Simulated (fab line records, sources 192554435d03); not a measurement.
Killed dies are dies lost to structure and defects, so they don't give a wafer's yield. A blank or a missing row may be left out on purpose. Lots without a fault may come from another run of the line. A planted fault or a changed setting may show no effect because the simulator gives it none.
Chamber matching | flow n5_finfet | N5_BEOL_M6_STRIP_19 on rie_diel-05: 4 sister chambers
The step strips in O2. 8 wafers are shown with their chamber, then 8 later ones without.

WAFERS WITH THEIR CHAMBER
wafer  | chamber | throttle_valve_pct (%) | showerhead_plenum_p_Torr (Torr)
L079.4 | 1       | 16.42                  | 1.98
L082.1 | 1       | 16.45                  | 1.98
L082.5 | 0       | 17.25                  | 1.98
L082.6 | 3       | 16.30                  | 2.23
L089.1 | 2       | 16.51                  | 2.23
L089.5 | 0       | 16.77                  | 2.24
L089.6 | 3       | 16.34                  | 2.22
L091.2 | 2       | 16.52                  | 2.23

WAFERS WITHOUT THEIR CHAMBER
wafer  | throttle_valve_pct (%) | showerhead_plenum_p_Torr (Torr)
L091.3 | 16.33                  | 2.22
L091.6 | 16.78                  | 2.24
L093.3 | 16.49                  | 1.97
L093.5 | 16.49                  | 1.97
L093.6 | 16.78                  | 2.24
L096.1 | 16.80                  | 2.24
L096.2 | 16.54                  | 2.22
L096.4 | 16.53                  | 2.22

WHICH CHAMBER EACH WENT THROUGH
wafer  | from the rows above               | in truth
L091.3 | can't be placed: 3 or 2           | 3
L091.6 | can't be placed: 2 or 0 or 3 or 1 | 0
L093.3 | 1                                 | 1
L093.5 | 1                                 | 1
L093.6 | can't be placed: 2 or 0 or 3 or 1 | 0
L096.1 | can't be placed: 2 or 0 or 3 or 1 | 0
L096.2 | can't be placed: 2 or 3           | 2
L096.4 | can't be placed: 2 or 3           | 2
Placed correctly: 2 of 8. Can't be placed from these rows: 6 (the true chamber is among the candidates in 6). Placed wrongly: 0.
How it was worked out, from the rows above alone: a wafer's distance from a chamber is the root of the sum, over the readings, of the square of ((its reading less the chamber's mean) divided by the reading's scatter). The wafer belongs to the nearest chamber; if the next one is less than 2 further off, it can't be placed. A chamber's mean is the mean of its shown wafers. The scatter: the root of (the sum of the squares of (reading less its chamber's mean) over the shown wafers, divided by (wafers less chambers)).
